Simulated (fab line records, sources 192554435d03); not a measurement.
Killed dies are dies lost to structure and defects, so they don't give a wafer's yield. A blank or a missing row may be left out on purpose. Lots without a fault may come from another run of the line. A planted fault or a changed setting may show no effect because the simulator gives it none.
fab line records | flow n5_finfet | part 1 of 2: steps 1 to 18 of 19
record lots=6 wafers=18 last_day=17
route steps=1938 shown PMOS_HMC_CHANNEL_EPI@66 BEOL_M4@1111 PASSIVATION@1936
lots that met no fault: from a run of the same line without faults
start_h: hours from the record's first day to the start of the lot's first wafer shown | wait_h: hours since the lot's step before | " the same as in the row above | L1.1+2: a row that stands for several wafers | - no value, or no start given | * or withheld: withheld | < > ~ a bound
route shown NAME@n: a module of which the file shows steps, and the number in the route of the first | usual: mean/standard deviation of fault-free wafers | same: alike in all rows | chamber/n: place in a boat | sites: the reading at each site | _std_site: their standard deviation | _edge_site: outer sites' mean less inner sites' | radius_mm: how far each site lies from the wafer's centre | mask NAME#n: copy n | behind: the tool/chamber that last shaped the wafer | hold: why the lot was held/for how many hours/how that ended | device: the transistor (n, p or np) that didn't switch | end of line: the same wafers' tests at the end of the route | a step without rows: its recipe alone | killed: dies lost to structure and defects at the first sort, not the wafer's yield | map: a wafer's dies, x killed, . not, _ none there
set.NAME: the setting as run; set.NAME@STEP: as run at that earlier step | model.NAME: the simulator's own value behind a step, which no gauge read
lots at some steps of the route; a table a step, a row a wafer
services: from which hour (start_h, from the record's first day; less than 0 if before it) a tool's chamber was out of use, for how many hours, and why
## steps
# step N5_PMOS_HMC_CHANNEL_EPI_OVL_MEAS_10
# recipe points_per_wafer=44
# usual PMOS_HMC_BLK_OVL=0.1/0.85
# same points_per_wafer=44
# columns lot.wafer tool chamber start_h wait_h PMOS_HMC_BLK_OVL[nm]
L567.1 overlay-02 0 18.25 0.0 -0.5
L567.5 " 0 " " 0.7
L567.6 " 0 " " 0.7
L569.1 overlay-02 0 28.99 0.0 -1.1
L569.3 " 0 " " -0.1
L569.6 " 0 " " 0.4
L587.4 overlay-01 0 138.02 0.0 0.1
L587.5 " 0 " " -1.1
L587.6 " 0 " " -0.5
L588.4 overlay-01 0 143.79 0.0 0.7
L588.5 " 0 " " 0.0
L588.6 " 0 " " 0.3
L589.2 overlay-01 0 149.13 0.0 0.6
L589.5 " 0 " " 0.8
L589.6 " 0 " " 0.7
L590.2 overlay-02 0 155.08 0.0 -0.3
L590.4 " 0 " " 0.9
L590.5 " 0 " " 0.7
# step N5_PMOS_HMC_CHANNEL_EPI_INSPECT_11
# recipe mode=adi inspect_instrument=macro
# usual raw_defect_count=2.1/1.4
# columns lot.wafer tool chamber start_h wait_h raw_defect_count
L567.1 defect_inspect-01 - 18.28 0.0 2
L567.5 " - " " 5
L567.6 " - " " 1
L569.1 defect_inspect-02 - 29.02 0.0 2
L569.3 " - " " 1
L569.6 " - " " 2
L587.4 defect_inspect-02 - 138.05 0.0 4
L587.5 " - " " 5
L587.6 " - " " 3
L588.4 defect_inspect-01 - 143.81 0.0 4
L588.5 " - " " 2
L588.6 " - " " 1
L589.2 defect_inspect-02 - 149.15 0.0 5
L589.5 " - " " 0
L589.6 " - " " 2
L590.2 defect_inspect-02 - 155.10 0.0 0
L590.4 " - " " 2
L590.5 " - " " 2
# step N5_PMOS_HMC_CHANNEL_EPI_DESCUM_14
# recipe chemistry=O2 time_s=7.9 source_power_w=50 bias_power_w=20 pressure_mtorr=20 rf_frequency_hz=2.712e+07 temp_c=40 resist=CAR-ArF-block o2_flow_sccm=225
# usual drypump_motor_current_A=5.7/0.44 oes_product_au=0.83/0.096 rf_vpp_V=243.4/1.6 showerhead_plenum_p_Torr=2.11/0.086 temp_c=40.00/0.1 throttle_valve_pct=20.38/0.22
# columns lot.wafer tool chamber start_h wait_h drypump_motor_current_A oes_product_au rf_hours_counter_h rf_vpp_V showerhead_plenum_p_Torr temp_c throttle_valve_pct
L567.1 rie_diel-05 2 18.31 0.0 5.4 0.95 16 245.5 2.24 40.04 20.27
L567.5 " 3 " " 5.3 0.75 - 242.7 2.08 39.79 20.24
L567.6 " 1 " " 5.3 0.96 - 245.0 2.23 39.99 20.13
L569.1 rie_diel-05 3 29.05 0.0 5.3 0.74 182 241.7 2.08 39.95 20.25
L569.3 " 2 " " 5.5 0.94 20 243.8 2.23 40.04 20.32
L569.6 " 2 " " 5.5 0.94 - 245.9 2.23 40.05 20.27
L587.4 rie_diel-04 1 138.90 0.9 5.4 0.87 38 242.9 2.04 40.09 20.72
L587.5 " 2 " " 4.8 0.75 - 244.0 2.17 39.91 20.17
L587.6 " 3 " " 6.0 0.75 - 241.6 2.00 40.01 20.34
L588.4 rie_diel-05 0 143.84 0.0 6.3 0.90 37 242.9 2.05 40.06 20.64
L588.5 " 2 " " 5.4 0.88 - 245.6 2.22 40.03 20.34
L588.6 " 3 " " 5.4 0.72 - 242.8 2.07 39.97 20.31
L589.2 rie_diel-05 0 149.28 0.1 6.3 0.90 39 242.4 2.05 39.95 20.62
L589.5 " 2 " " 5.5 0.88 - 246.0 2.22 39.94 20.34
L589.6 " 3 " " 5.3 0.71 - 242.2 2.07 39.94 20.32
L590.2 rie_diel-03 0 155.13 0.0 5.4 0.77 142 242.0 2.09 40.13 20.52
L590.4 " 3 " " 6.1 0.97 7 244.7 2.23 40.05 20.45
L590.5 " 0 " " 5.4 0.76 - 244.1 2.09 40.03 20.53
# step N5_PMOS_HMC_CHANNEL_EPI_ETCH_32
# recipe chemistry=N2/H2 target=BARC stop_on=SiO2 target_depth_a=858 over_etch_frac=0.3 time_s=50.3 ion_energy_ev=200 mask_material=CAR-ArF-block pressure_mtorr=30 source_w=840 bias_w=150 n2_flow_sccm=200 h2_flow_sccm=200
# usual drypump_motor_current_A=5.7/0.44 oes_product_au=0.71/0.077 rf_vpp_V=524.6/2.8 showerhead_plenum_p_Torr=2.57/0.1 throttle_valve_pct=17.86/0.25
# columns lot.wafer tool chamber start_h wait_h drypump_motor_current_A oes_product_au rf_hours_counter_h rf_vpp_V showerhead_plenum_p_Torr throttle_valve_pct
L567.1 rie_diel-05 2 18.35 0.0 5.4 0.80 16 527.9 2.71 17.80
L567.5 " 3 " " 5.3 0.63 - 524.2 2.53 17.73
L567.6 " 1 " " 5.3 0.82 - 529.8 2.71 17.57
L569.1 rie_diel-05 3 29.09 0.0 5.3 0.64 182 523.3 2.53 17.71
L569.3 " 2 " " 5.5 0.80 20 527.1 2.71 17.80
L569.6 " 2 " " 5.4 0.80 - 527.7 2.71 17.80
L587.4 rie_diel-04 1 138.93 0.0 5.4 0.73 38 522.9 2.48 18.21
L587.5 " 2 " " 4.8 0.63 - 526.2 2.64 17.67
L587.6 " 3 " " 6.0 0.64 - 521.6 2.43 17.84
L588.4 rie_diel-05 0 143.88 0.0 6.3 0.74 37 521.9 2.49 18.14
L588.5 " 2 " " 5.4 0.75 - 528.3 2.69 17.86
L588.6 " 3 " " 5.4 0.61 - 522.6 2.51 17.79
L589.2 rie_diel-05 0 149.31 0.0 6.3 0.74 39 521.5 2.49 18.14
L589.5 " 2 " " 5.4 0.75 - 528.3 2.69 17.87
L589.6 " 3 " " 5.4 0.60 - 523.8 2.51 17.79
L590.2 rie_diel-03 0 155.17 0.0 5.4 0.65 142 524.0 2.55 17.96
L590.4 " 3 " " 6.0 0.82 7 528.1 2.72 18.00
L590.5 " 0 " " 5.4 0.65 - 524.9 2.55 17.94
# step N5_PMOS_HMC_CHANNEL_EPI_HM_OPEN_15
# recipe chemistry=CHF3/O2 target=SiO2 mask_material=CAR-ArF-block target_depth_a=406 CHF3_flow_sccm=50 O2_flow_sccm=5 Ar_flow_sccm=200 time_s=20.3 pressure_mtorr=30 source_w=650 bias_w=170 ion_energy_ev=200
# usual O2_flow_sccm=5.000/0.015 drypump_motor_current_A=5.7/0.44 mfc_ar_sccm=200.0/0.58 oes_product_au=0.83/0.097 rf_vpp_V=522/5.1 showerhead_plenum_p_Torr=2.43/0.09 throttle_valve_pct=18.86/0.24
# columns lot.wafer tool chamber start_h wait_h O2_flow_sccm drypump_motor_current_A mfc_ar_sccm oes_product_au rf_hours_counter_h rf_vpp_V showerhead_plenum_p_Torr throttle_valve_pct
L567.1 rie_diel-05 2 18.39 0.0 5.013 5.4 200.9 0.93 16 528 2.55 18.65
L567.5 " 3 " " 4.995 5.3 200.1 0.73 - 519 2.41 18.75
L567.6 " 1 " " 5.007 5.3 200.4 0.98 - 522 2.57 18.60
L569.1 rie_diel-05 3 29.13 0.0 5.010 5.4 200.7 0.74 182 521 2.40 18.77
L569.3 " 2 " " 5.015 5.4 199.7 0.95 20 528 2.55 18.67
L569.6 " 2 " " 5.006 5.4 199.5 0.94 - 527 2.55 18.67
L587.4 rie_diel-04 1 138.97 0.0 5.013 5.4 199.5 0.87 38 511 2.36 19.19
L587.5 " 2 " " 5.025 4.8 199.8 0.73 - 521 2.50 18.70
L587.6 " 3 " " 4.983 6.0 199.4 0.75 - 513 2.31 18.83
L588.4 rie_diel-05 0 143.92 0.0 5.001 6.3 199.2 0.89 37 526 2.36 19.08
L588.5 " 2 " " 4.995 5.4 198.4 0.88 - 527 2.54 18.72
L588.6 " 3 " " 5.007 5.4 200.0 0.71 - 518 2.39 18.83
L589.2 rie_diel-05 0 149.35 0.0 5.017 6.3 201.3 0.89 39 525 2.36 19.08
L589.5 " 2 " " 4.999 5.4 199.3 0.87 - 529 2.54 18.74
L589.6 " 3 " " 5.015 5.3 200.2 0.71 - 521 2.39 18.82
L590.2 rie_diel-03 0 155.21 0.0 5.009 5.4 199.1 0.76 142 526 2.42 19.06
L590.4 " 3 " " 5.008 6.0 198.9 0.97 7 525 2.58 18.99
L590.5 " 0 " " 4.998 5.4 199.8 0.76 - 527 2.42 19.06
# step N5_PMOS_HMC_CHANNEL_EPI_STRIP_33
# recipe chemistry=N2/H2 power_w=500 temp_c=40 pressure_mtorr=50 rf_frequency_hz=6e+07 overash_fraction=0.3 bias_power_w=8 h2_frac=0.5 n2_flow_sccm=300 h2_flow_sccm=300
# usual drypump_motor_current_A=5.7/0.44 oes_product_au=0.83/0.096 rf_vpp_V=54.2/1.8 showerhead_plenum_p_Torr=3.39/0.13 temp_c=40.00/0.11 throttle_valve_pct=19.0/0.42
# columns lot.wafer tool chamber start_h wait_h drypump_motor_current_A oes_product_au rf_hours_counter_h rf_vpp_V showerhead_plenum_p_Torr temp_c throttle_valve_pct
L567.1 rie_diel-05 2 18.44 0.0 5.5 0.95 16 51.8 3.57 40.13 19.3
L567.5 " 3 " " 5.3 0.74 - 52.5 3.34 40.23 18.7
L567.6 " 1 " " 5.3 0.96 - 54.9 3.58 40.11 18.5
L569.1 rie_diel-05 3 29.18 0.0 5.3 0.74 182 53.5 3.34 39.89 18.7
L569.3 " 2 " " 5.5 0.96 20 57.4 3.57 39.94 19.3
L569.6 " 2 " " 5.4 0.93 - 52.6 3.57 39.93 19.3
L587.4 rie_diel-04 1 139.03 0.0 5.4 0.87 38 55.6 3.28 39.81 19.5
L587.5 " 2 " " 4.8 0.74 - 54.2 3.49 40.13 18.6
L587.6 " 3 " " 6.0 0.75 - 50.8 3.22 40.12 19.0
L588.4 rie_diel-05 0 143.97 0.0 6.3 0.88 37 52.3 3.29 39.94 19.4
L588.5 " 2 " " 5.4 0.86 - 57.8 3.55 39.86 19.3
L588.6 " 3 " " 5.3 0.71 - 54.7 3.32 39.90 18.8
L589.2 rie_diel-05 0 149.41 0.0 6.3 0.87 39 52.6 3.29 40.10 19.5
L589.5 " 2 " " 5.4 0.87 - 54.4 3.55 40.00 19.3
L589.6 " 3 " " 5.4 0.72 - 55.6 3.32 39.82 18.8
L590.2 rie_diel-03 0 155.27 0.0 5.4 0.77 142 56.7 3.36 39.98 18.8
L590.4 " 3 " " 6.1 0.97 7 52.5 3.58 39.92 19.3
L590.5 " 0 " " 5.4 0.76 - 54.3 3.36 39.89 18.7
# step N5_PMOS_HMC_CHANNEL_EPI_STRIP_17
# recipe chemistry=SPM time_s=750 temp_c=130 h2so4_h2o2_vol_ratio=4 dry=ipa_marangoni
# step N5_PMOS_HMC_CHANNEL_EPI_ETCH_38
# recipe chemistry=CF4 target=SiO2 target_depth_a=15 ion_energy_ev=350 pressure_mtorr=10 icp_w=800 bias_w=400 cf4_flow_sccm=80
# step N5_PMOS_HMC_CHANNEL_EPI_FIN_RECESS_16
# recipe chemistry=HBr/Cl2 target=Si mask_material=SiO2 target_depth_a=540 time_s=18 pressure_mtorr=10 icp_w=800 bias_w=75 HBr_flow_sccm=150 Cl2_flow_sccm=80
# step N5_PMOS_HMC_CHANNEL_EPI_PRECLEAN_36
# recipe chemistry=O3/DIW time_s=45 temp_c=22 o3_ppm=10
# step N5_PMOS_HMC_CHANNEL_EPI_PRECLEAN_18
# recipe chemistry=DHF time_s=30 temp_c=25 dilution=withheld
# step N5_PMOS_HMC_CHANNEL_EPI_SRD_19
# recipe dry=ipa_marangoni do_ppb=5 time_s=30 temp_c=23 rinse_liquid=diw
# step N5_PMOS_HMC_CHANNEL_EPI_EPI_20
# recipe material=SiGe30 mask_material=SiO2 pressure_torr=20 target_thk_a=590 temp_c=600
# usual chamber_pressure_Torr=20.00/0.039 lamp_inner_pct=12.5/1.2
# columns lot.wafer tool chamber start_h wait_h chamber_pressure_Torr lamp_inner_pct
L567.1 epi_rpcvd-03 0 18.94 0.0 20.00 13.7
L567.5 " 0 " " 20.00 13.7
L567.6 " 0 " " 19.96 13.7
L569.1 epi_rpcvd-03 0 29.68 0.0 20.00 13.6
L569.3 " 0 " " 19.96 13.9
L569.6 " 0 " " 19.94 13.9
L587.4 epi_rpcvd-03 - 140.13 0.6 - -
L587.5 " - " " - -
L587.6 " - " " - -
L588.4 epi_rpcvd-02 - 145.07 0.6 - -
L588.5 " - " " - -
L588.6 " - " " - -
L589.2 epi_rpcvd-02 0 150.11 0.2 20.04 11.9
L589.5 " 0 " " 20.03 12.0
L589.6 " 0 " " 20.03 12.0
L590.2 epi_rpcvd-02 0 155.97 0.2 20.04 12.0
L590.4 " 0 " " 20.04 11.9
L590.5 " 0 " " 19.97 12.1
# step N5_PMOS_HMC_CHANNEL_EPI_HM_STRIP_35
# recipe chemistry=dHF temp_c=25 material=SiO2 target=SiO2 target_depth_a=396 time_s=216
# step N5_PMOS_HMC_CHANNEL_EPI_SRD_39
# recipe dry=ipa_marangoni time_s=30 temp_c=23 rinse_liquid=diw
# step N5_PMOS_HMC_CHANNEL_EPI_CMP_21
# recipe material=SiGe30 post_cmp_clean=alkaline_brush target_thk_nm=54
# usual motor_current_A=12.5/1
# columns lot.wafer tool chamber start_h wait_h motor_current_A
L567.1 cmp-03 3 20.32 0.1 13.0
L567.5 " 3 " " 12.6
L567.6 " 0 " " 11.7
L569.1 cmp-02 3 31.09 0.1 11.1
L569.3 " 0 " " 11.8
L569.6 " 2 " " 12.9
L587.4 cmp-04 2 140.93 0.1 13.2
L587.6 " 1 " " 13.2
L587.5 " 2 " " 13.4
L588.4 cmp-02 2 145.92 0.1 13.4
L588.6 " 3 " " 11.2
L588.5 " 0 " " 11.7
L589.2 cmp-03 0 151.25 0.0 11.6
L589.5 " 0 " " 10.9
L589.6 " 1 " " 12.1
L590.4 cmp-03 2 157.18 0.1 14.5
L590.2 " 3 " " 12.3
L590.5 " 1 " " 12.1
# step N5_PMOS_HMC_CHANNEL_EPI_PRECLEAN_40
# recipe chemistry=DHF time_s=30 temp_c=25 dilution=withheld
# step N5_BEOL_M4_RC_MEAS_101
# usual DIBL_N=36.5/1.4 DIBL_P=36.6/1.6 IOFF_N=0.160/0.024 IOFF_P=0.217/0.029 ION_N=674/8.7 ION_P=464/6.5 SS_N=71.6/0.47 SS_P=73.4/0.57 VT_N=250.0/2.5 VT_P=-250/3.1
# columns lot.wafer tool chamber start_h wait_h DIBL_N[mV/V] DIBL_P[mV/V] IOFF_N[nA/um] IOFF_P[nA/um] ION_N[uA/um] ION_P[uA/um] SS_N[mV/dec] SS_P[mV/dec] VT_N[mV] VT_P[mV]
L567.1 prober-02 0 167.05 0.0 36.6 36.0 0.154 0.208 679 470 70.9 72.7 249.8 -249
L567.5 " 0 " " 38.1 36.9 0.167 0.226 680 463 71.9 73.4 246.9 -248
L567.6 " 0 " " 37.9 37.5 0.169 0.227 677 468 71.9 73.3 248.0 -250
L569.1 prober-01 0 185.45 0.0 37.1 37.6 0.187 0.222 687 466 72.2 73.6 246.3 -249
L569.3 " 0 " " 35.5 35.4 0.145 0.185 666 458 71.4 73.0 250.0 -252
L569.6 " 0 " " 35.0 34.4 0.145 0.177 667 456 71.6 72.6 251.0 -253
L589.2 prober-01 0 301.30 0.2 35.7 38.0 0.155 0.196 675 458 72.1 73.3 251.8 -252
L589.5 " 0 " " 35.5 38.1 0.153 0.204 680 462 71.6 73.2 251.5 -252
L589.6 " 0 " " 37.5 41.2 0.203 0.257 684 467 71.7 73.7 249.2 -248
L590.2 prober-02 0 304.29 0.2 38.1 38.6 0.208 0.260 689 466 71.6 73.7 244.8 -247
L590.4 " 0 " " 37.4 36.5 0.174 0.223 680 465 72.1 73.2 249.1 -249
L590.5 " 0 " " 37.2 36.6 0.172 0.221 677 460 71.8 73.5 249.9 -250
## key
first_sign step=N5_PMOS_HMC_CHANNEL_EPI_EPI_20 reading=tool_record direction=missing
effect step=N5_PASSIVATION_PROBE_49 reading=killed_at_front_end direction=up sigmas=99+ usual=41 struck=1167
met_at N5_PMOS_HMC_CHANNEL_EPI_EPI_20
struck_wafers L587.4,L587.5,L587.6,L588.4,L588.5,L588.6
later_rows_left_out L587.4,L587.5,L587.6,L588.4,L588.5,L588.6
onset_between 29.68 140.13
fault kind=skipped_step_whole tool=epi_rpcvd-02,epi_rpcvd-03 chamber=- onset_h=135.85 steps=N5_PMOS_HMC_CHANNEL_EPI_EPI_20 scope=struck_lots_only
# later_rows_left_out: the simulator's readings of these wafers behind a module that went badly wrong aren't trusted and aren't shown, but for the sort
